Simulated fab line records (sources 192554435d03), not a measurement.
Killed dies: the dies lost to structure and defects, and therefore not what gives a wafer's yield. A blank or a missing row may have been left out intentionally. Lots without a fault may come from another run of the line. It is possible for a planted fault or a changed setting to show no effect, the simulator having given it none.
Problem report in the 8D (eight disciplines) form, filled by code + flow n5_finfet + the parts of the form that need people (team, actions taken, sign-off) are left out

1. PROBLEM STATEMENT
Mean of time_to_endpoint_s at N5_BEOL_M0_CMP_120: 41.6 s across 3 wafers in 2 lots; on wafers with no fault it is 61.3 s (standard deviation 2.6). Measured from the usual mean, that is -7.6 standard deviations.
The step: polishes, stops on SiOC, t overpolish 6.9 s.
First seen on wafer L887.3, day 10 16:00, on cmp-04. The record has a number at this step for 28 wafers belonging to 10 lots. The rule behind "out" and "out of limits": a value lying over 4 standard deviations away from the usual mean. Any other wafer with a number is counted as sound.

2. WHAT IT IS; WHAT IT IS NOT
| question                    | is                     | is not                                                                    |
|-----------------------------|------------------------|---------------------------------------------------------------------------|
| which readings at this step | time_to_endpoint_s     | edge_zone_pressure_frac, head_pressure_psi, motor_current_A               |
| which lots                  | L887, L890             | L872, L873, L874, L876, L877, L880, L882, L889                            |
| which wafers of those lots  | L887.1, L887.3, L890.1 | L890.5                                                                    |
| read on which tools         | cmp-04                 | cmp-01, cmp-03                                                            |
| when                        | from day 10 16:00      | up to then (21 sound wafers); but 4 sound wafers of L889, L890 came after |

3. SUSPECTS, AND WHAT RULES EACH OUT
Counting: if a tool at a process step up to the reading ran every lot that is out, it stays a suspect. Sound lots after the first of them don't rule it out here, since some wafers of a struck lot are sound.
- ecd_cu-02 at N5_BEOL_M0_ECD_118 (material Cu, target thk 300 nm): kept. It ran every lot that is out, first L887 (day 10 14:31); its last sound lot up to then is L882 (day 8 17:31).
- cmp-04 at N5_BEOL_M0_CMP_120 (polishes, stops on SiOC, t overpolish 6.9 s): kept. It ran every lot that is out, first L887 (day 10 16:00); its last sound lot up to then is L874 (day 6 18:04). Its own time_to_endpoint_s readings are out on those wafers.
- Within cmp-04 at N5_BEOL_M0_CMP_120: the wafers that are out ran in chambers 1, 3; their sound lot-mates ran in chamber 2.
What counting leaves: ecd_cu-02 at N5_BEOL_M0_ECD_118 and cmp-04 at N5_BEOL_M0_CMP_120.

4. THE CAUSE (what the simulator had put in)
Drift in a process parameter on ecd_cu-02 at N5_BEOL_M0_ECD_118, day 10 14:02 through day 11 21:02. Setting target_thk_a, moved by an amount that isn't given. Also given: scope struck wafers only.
Counting left 2 suspects, and this tool is among them.

5. THE EFFECT CHAIN, in route order
Each row: a reading whose mean over the struck wafers that have a number lies more than 3 standard deviations from the usual. Only readings for which the record gives a usual standard deviation are gone through. hours: the time from each lot's start at the first step in this table that gives one to its start at this step, as a median over the lots. sigmas: the change in usual standard deviations.
| hours | step               | reading            | usual  | on struck wafers | change | sigmas |
|-------|--------------------|--------------------|--------|------------------|--------|--------|
| 0     | N5_BEOL_M0_CMP_120 | time_to_endpoint_s | 61.3 s | 41.6             | -19.7  | -7.6   |
Here are the process steps it includes:
- N5_BEOL_M0_CMP_120: polishes, stops on SiOC, t overpolish 6.9 s.
Later measuring or inspecting steps at which every struck wafer that the step has a row for has a number for every such reading, and none has moved that far: N5_BEOL_M0_RS_MEAS_126, N5_BEOL_M4_RC_MEAS_101.

6. WHAT WOULD HAVE CAUGHT IT SOONER
In this record the first reading out of limits was taken at day 10 16:00, 2 hours after the fault began at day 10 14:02.
Among the 2 lots that are out, L890 began N5_BEOL_M0_ECD_118 on ecd_cu-02 after day 10 16:00. A tool hold placed at that time would have kept it from harm.
